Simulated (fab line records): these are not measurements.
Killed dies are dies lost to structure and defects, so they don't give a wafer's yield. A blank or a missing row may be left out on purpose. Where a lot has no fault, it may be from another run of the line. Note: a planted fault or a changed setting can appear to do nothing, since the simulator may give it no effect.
Matching of chambers :: flow n5_finfet :: pecvd-03 running N5_BEOL_M11_ILD_DEP_00: 3 sister chambers
The step deposits SiCOH lowk from DEMS/porogen, target thk 308.51 nm, time 58 s. 14 wafers are shown with their chamber, then 7 later ones without.

== WAFERS, EACH WITH ITS CHAMBER ==
wafer: L075.2
chamber: 2
throttle_valve_pct (%): 13.1
heater_power_w (W): 277
showerhead_plenum_p_Torr (Torr): 5.762

wafer: L075.3
chamber: 1
throttle_valve_pct (%): 14.1
heater_power_w (W): 315
showerhead_plenum_p_Torr (Torr): 5.748

wafer: L075.6
chamber: 2
throttle_valve_pct (%): 13.0
heater_power_w (W): 274
showerhead_plenum_p_Torr (Torr): 5.754

wafer: L079.1
chamber: 0
throttle_valve_pct (%): 14.4
heater_power_w (W): 334
showerhead_plenum_p_Torr (Torr): 5.728

wafer: L079.5
chamber: 2
throttle_valve_pct (%): 13.1
heater_power_w (W): 272
showerhead_plenum_p_Torr (Torr): 5.769

wafer: L079.6
chamber: 1
throttle_valve_pct (%): 14.3
heater_power_w (W): 344
showerhead_plenum_p_Torr (Torr): 5.755

wafer: L081.3
chamber: 0
throttle_valve_pct (%): 14.7
heater_power_w (W): 340
showerhead_plenum_p_Torr (Torr): 5.722

wafer: L081.4
chamber: 2
throttle_valve_pct (%): 13.1
heater_power_w (W): 283
showerhead_plenum_p_Torr (Torr): 5.752

wafer: L081.5
chamber: 1
throttle_valve_pct (%): 14.2
heater_power_w (W): 348
showerhead_plenum_p_Torr (Torr): 5.735

wafer: L085.1
chamber: 1
throttle_valve_pct (%): 14.4
heater_power_w (W): 377
showerhead_plenum_p_Torr (Torr): 5.729

wafer: L085.3
chamber: 2
throttle_valve_pct (%): 12.6
heater_power_w (W): 283
showerhead_plenum_p_Torr (Torr): 5.777

wafer: L085.6
chamber: 0
throttle_valve_pct (%): 14.6
heater_power_w (W): 323
showerhead_plenum_p_Torr (Torr): 5.751

wafer: L084.2
chamber: 1
throttle_valve_pct (%): 14.0
heater_power_w (W): 356
showerhead_plenum_p_Torr (Torr): 5.748

wafer: L084.4
chamber: 2
throttle_valve_pct (%): 12.9
heater_power_w (W): 264
showerhead_plenum_p_Torr (Torr): 5.752

SIGNATURES, as means of the wafers listed above
reading: throttle_valve_pct
chamber 0: 14.567
chamber 1: 14.200
chamber 2: 12.967
scatter within a chamber: 0.176

reading: heater_power_w
chamber 0: 332.33
chamber 1: 348.00
chamber 2: 275.50
scatter within a chamber: 14.8

reading: showerhead_plenum_p_Torr
chamber 0: 5.73367
chamber 1: 5.74300
chamber 2: 5.76100
scatter within a chamber: 0.0115
Rule: for a wafer and a chamber, the distance is found by dividing, reading by reading, the gap between the wafer's reading and the chamber's mean by the reading's scatter, squaring, summing and taking the root. If the next closest chamber is less than 2 further off than the closest, the wafer can't be placed; otherwise it belongs to the closest. The scatter is the square root of a quotient: the sum, over the shown wafers, of each reading's squared deviation from its chamber's mean, divided by wafers minus chambers.

== WAFERS MISSING THEIR CHAMBER ==
wafer: L084.5
throttle_valve_pct (%): 14.6
heater_power_w (W): 322
showerhead_plenum_p_Torr (Torr): 5.729

wafer: L091.1
throttle_valve_pct (%): 14.3
heater_power_w (W): 298
showerhead_plenum_p_Torr (Torr): 5.744

wafer: L091.2
throttle_valve_pct (%): 14.3
heater_power_w (W): 317
showerhead_plenum_p_Torr (Torr): 5.737

wafer: L091.4
throttle_valve_pct (%): 13.0
heater_power_w (W): 272
showerhead_plenum_p_Torr (Torr): 5.762

wafer: L097.1
throttle_valve_pct (%): 14.2
heater_power_w (W): 295
showerhead_plenum_p_Torr (Torr): 5.726

wafer: L097.3
throttle_valve_pct (%): 14.1
heater_power_w (W): 386
showerhead_plenum_p_Torr (Torr): 5.751

wafer: L097.4
throttle_valve_pct (%): 14.5
heater_power_w (W): 300
showerhead_plenum_p_Torr (Torr): 5.734

== CHAMBER TAKEN BY EACH ==
wafer: L084.5
from the rows above: 0
in truth: 0

wafer: L091.1
from the rows above: can't be placed: 0 or 1
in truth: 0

wafer: L091.2
from the rows above: can't be placed: 0 or 1
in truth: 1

wafer: L091.4
from the rows above: 2
in truth: 2

wafer: L097.1
from the rows above: can't be placed: 0 or 1
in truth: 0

wafer: L097.3
from the rows above: 1
in truth: 1

wafer: L097.4
from the rows above: can't be placed: 0 or 1
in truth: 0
Placed correctly: 3 of 7. Can't be placed from these rows: 4 (the true chamber is among the candidates in 4). Wrongly placed: 0.
